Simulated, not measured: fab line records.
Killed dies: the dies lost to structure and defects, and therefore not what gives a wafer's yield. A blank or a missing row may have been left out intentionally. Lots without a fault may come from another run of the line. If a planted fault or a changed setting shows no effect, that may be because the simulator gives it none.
Chamber matching | flow nand harc | NHARC_A_STAIRCASE_DESCUM_186 on rie diel-11 has 4 sister chambers
The step chemistry O2, time 3 s. 4 wafers are shown with their chamber, then 10 later ones without.

## EACH WAFER AND ITS CHAMBER
wafer  | chamber | drypump motor current A (A)
L085.4 | 3       | 5.5
L089.5 | 0       | 6.1
L087.1 | 1       | 5.8
L087.2 | 2       | 5.3

## WAFERS WHOSE CHAMBER IS MISSING
wafer  | drypump motor current A (A)
L087.4 | 6.1
L095.3 | 5.4
L095.5 | 5.4
L095.6 | 5.8
L094.1 | 5.5
L094.2 | 6.1
L094.6 | 5.4
L097.1 | 6.1
L097.2 | 5.5
L097.4 | 5.4

## CHAMBER TAKEN BY EACH
wafer  | from the rows above     | in truth
L087.4 | 0                       | 0
L095.3 | can't be placed: 3 or 2 | 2
L095.5 | can't be placed: 3 or 2 | 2
L095.6 | 1                       | 1
L094.1 | 3                       | 3
L094.2 | 0                       | 0
L094.6 | can't be placed: 3 or 2 | 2
L097.1 | 0                       | 0
L097.2 | 3                       | 3
L097.4 | can't be placed: 3 or 2 | 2
6 of 10 placed correctly. These rows do not allow placing 4 (true chamber among the candidates in 4). 0 placed wrongly.
How it was worked out, from the rows above alone: a wafer's distance from a chamber is the root of the sum, over the readings, of the square of ((its reading less the chamber's mean) divided by the reading's scatter). If the next closest chamber is less than 2 further off than the closest, the wafer can't be placed; otherwise it belongs to the closest. For every chamber, the mean is computed from those of its wafers that are shown. The scatter (one wafer shown for each chamber): square how far every hidden wafer sits from the nearest shown wafer, average those squares and take the square root.
